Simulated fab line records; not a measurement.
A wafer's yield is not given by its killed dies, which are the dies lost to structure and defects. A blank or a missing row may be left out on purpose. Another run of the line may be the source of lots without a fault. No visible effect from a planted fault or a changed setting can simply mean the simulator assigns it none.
Split-lot trial -- flow n5Finfet -- 7 lots, 39 wafers read, on a route of 1938 steps

## ABOUT THE SPLIT
At N5_SD_EPI_P_EPI_21 (deposits SiGe:B, time 355 s), the setting timeS was moved away from the recipe's 355 s on 12 of the 39 wafers read, by -49.3% to +56.8%. This setting was run at the recipe's value on the other wafers.

## FROM SPLIT TO READING: 1 step shown by the file between the two
- N5_SD_EPI_P_EPI_MEAS_23

## THE READING
SiGe-B_of_SD_EPI_P_EPI_21.thkNm (the simulator's own value, which no gauge read), in nm, at N5_SD_EPI_P_HM_STRIP_48 (strips SiNx in H3PO4, material SiNx, target depth 3 nm). No usual value for it is given in the file. Average 60.9 nm, standard deviation 0.77 nm, over the 27 wafers here run with the recipe.

wafer,"tool, chamber at the split","timeS as run, s",against the recipe,"SiGe-B_of_SD_EPI_P_EPI_21.thkNm, nm",against lot-mates on the recipe
L078.1,"epiRpcvd-04, 0",355,recipe,61.2,-
L078.2,"epiRpcvd-04, 0",262.8,-26.0%,48.6,-12.2
L078.3,"epiRpcvd-04, 0",262.8,-26.0%,48.6,-12.2
L078.4,"epiRpcvd-04, 0",262.8,-26.0%,49.2,-11.6
L078.5,"epiRpcvd-04, 0",355,recipe,60.8,-
L078.6,"epiRpcvd-04, 0",355,recipe,60.4,-
L079.1,"epiRpcvd-04, 0",355,recipe,61.4,-
L079.4,"epiRpcvd-04, 0",355,recipe,61.4,-
L079.5,"epiRpcvd-04, 0",355,recipe,61.4,-
L079.2,"epiRpcvd-04, 0",355,recipe,60.8,-
L079.3,"epiRpcvd-04, 0",355,recipe,61.2,-
L079.6,"epiRpcvd-04, 0",355,recipe,61.2,-
L085.1,"epiRpcvd-04, 0",556.6,+56.8%,81.2,+20.3
L085.2,"epiRpcvd-04, 0",355,recipe,61.4,-
L085.3,"epiRpcvd-04, 0",556.6,+56.8%,82,+21.1
L085.4,"epiRpcvd-04, 0",556.6,+56.8%,81.8,+20.9
L085.5,"epiRpcvd-04, 0",355,recipe,61,-
L085.6,"epiRpcvd-04, 0",355,recipe,60.4,-
L087.1,"epiRpcvd-03, 0",180.1,-49.3%,33.6,-28.0
L087.2,"epiRpcvd-03, 0",180.1,-49.3%,33.4,-28.2
L087.6,"epiRpcvd-03, 0",180.1,-49.3%,33.4,-28.2
L087.3,"epiRpcvd-03, 0",355,recipe,61,-
L087.4,"epiRpcvd-03, 0",355,recipe,61.8,-
L087.5,"epiRpcvd-03, 0",355,recipe,62,-
L088.1,"epiRpcvd-01, 0",355,recipe,60,-
L088.2,"epiRpcvd-01, 0",355,recipe,61.2,-
L088.4,"epiRpcvd-01, 0",355,recipe,61.2,-
L088.6,"epiRpcvd-01, 0",355,recipe,61.2,-
L088.3,"epiRpcvd-01, 0",355,recipe,60.4,-
L088.5,"epiRpcvd-01, 0",355,recipe,60.6,-
L095.2,"epiRpcvd-01, 0",355,recipe,59.8,-
L095.3,"epiRpcvd-01, 0",355,recipe,59,-
L095.4,"epiRpcvd-01, 0",355,recipe,58.6,-
L097.1,"epiRpcvd-03, 0",355,recipe,61.6,-
L097.2,"epiRpcvd-03, 0",236.2,-33.5%,44.2,-17.1
L097.4,"epiRpcvd-03, 0",236.2,-33.5%,44.2,-17.1
L097.5,"epiRpcvd-03, 0",236.2,-33.5%,44.2,-17.1
L097.3,"epiRpcvd-03, 0",355,recipe,60.8,-
L097.6,"epiRpcvd-03, 0",355,recipe,61.4,-

THE FIT
A straight line over all 39 wafers: SiGe-B_of_SD_EPI_P_EPI_21.thkNm changes by +0.45 nm for each +1% of timeS; r = +0.98; the points scatter about the line by 2 nm.
The same after taking each lot's own level away (the mean of its wafers on the recipe; 39 wafers): +0.456 nm for each +1%; r = +0.98; scatter 2 nm.
On that fit, the largest move of timeS shifts the reading by 26 nm.
The span of the lots' own levels, 59.13 to 61.60 nm, comes to 3.2 times the standard deviation stated above.
Consequently the slope shifts little with the lot-to-lot level, the two slopes agreeing.
Check: with one of the wafers moved furthest among these (+56.8%) left out of the fit, the line predicts +26 nm for it against its lot-mates. Against them it came out at +20.3 nm.

## OTHER SPLITS ON THESE WAFERS
These wafers also went through other splits before the reading. Each is held against what the fit with the lots' levels taken away leaves over:
other split on the same wafers,wafers away from the commonest value,r with SiGe-B_of_SD_EPI_P_EPI_21.thkNm (lot level and that fit taken away)
N5_FIN_SAQP_PECVD_06 timeS,15,+0.09
N5_FIN_SAQP_SPACER1_ALD_24 aldCycles,15,+0.11

## THE WHOLE CHAIN: every reading that the file lists as answering this split, in the file's order
step,what it does,reading,change (the file's fit),r (the file's)
N5_SD_EPI_P_EPI_21,"deposits SiGe:B, time 355 s","SiGe-B_of_SD_EPI_P_EPI_21.thkNm (the simulator's own value, which no gauge read)",+0.465 nm for each +1% of the setting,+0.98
N5_SD_EPI_P_EPI_MEAS_23,,thkNm,withheld for each +1% of the setting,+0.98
N5_SD_EPI_P_HM_STRIP_48,"strips SiNx in H3PO4, material SiNx, target depth 3 nm","SiGe-B_of_SD_EPI_P_EPI_21.thkNm (the simulator's own value, which no gauge read)",+0.463 nm for each +1% of the setting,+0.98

## THE FILE'S OWN FIT
SiGe-B_of_SD_EPI_P_EPI_21.thkNm changes by +0.463 nm for each +1% of timeS, r = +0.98.
